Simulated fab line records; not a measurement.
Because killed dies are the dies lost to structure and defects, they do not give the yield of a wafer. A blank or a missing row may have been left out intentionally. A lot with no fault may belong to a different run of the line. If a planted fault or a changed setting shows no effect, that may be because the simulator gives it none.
Chamber matching + flow nand-harc + 3 sister chambers for NHARC_P_M2_PRE_CLEAN_32 on pecvd-03
The step time 12 s. 6 wafers are shown with their chamber, then 7 later ones without.

## WAFERS WITH THEIR CHAMBER
| wafer  | chamber | heater-power-w (W) | susceptor-temp-C (C) |
|--------|---------|--------------------|----------------------|
| L510.3 | 0       | 538                | 370.49               |
| L513.1 | 1       | 647                | 369.77               |
| L513.2 | 2       | 525                | 369.81               |
| L513.4 | 2       | 525                | 370.00               |
| L514.2 | 1       | 617                | 370.17               |
| L514.4 | 0       | 522                | 369.99               |

## WAFERS WHOSE CHAMBER IS MISSING
| wafer  | heater-power-w (W) | susceptor-temp-C (C) |
|--------|--------------------|----------------------|
| L514.5 | 499                | 369.90               |
| L521.2 | 566                | 369.87               |
| L521.3 | 635                | 370.13               |
| L521.4 | 524                | 369.79               |
| L523.1 | 505                | 370.05               |
| L523.3 | 576                | 370.43               |
| L523.5 | 572                | 370.23               |

## EACH ONE'S CHAMBER
| wafer  | from the rows above          | in truth |
|--------|------------------------------|----------|
| L514.5 | can't be placed: 2 or 0      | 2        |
| L521.2 | can't be placed: 0 or 2 or 1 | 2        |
| L521.3 | 1                            | 1        |
| L521.4 | can't be placed: 2 or 0      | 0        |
| L523.1 | can't be placed: 2 or 0      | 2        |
| L523.3 | can't be placed: 0 or 2 or 1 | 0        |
| L523.5 | can't be placed: 0 or 2 or 1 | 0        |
Correct placement for 1 of the 7. These rows do not allow placing 6 (true chamber among the candidates in 6). Wrongly placed: 0.
How it was worked out, from the rows above alone: a wafer's distance from a chamber is the root of the sum, over the readings, of the square of ((its reading less the chamber's mean) divided by the reading's scatter). If the next closest chamber is less than 2 further off than the closest, the wafer can't be placed; otherwise it belongs to the closest. The mean given for a chamber averages the wafers shown for that chamber. The scatter: the root of (the sum of the squares of (reading less its chamber's mean) over the shown wafers, divided by (wafers less chambers)).
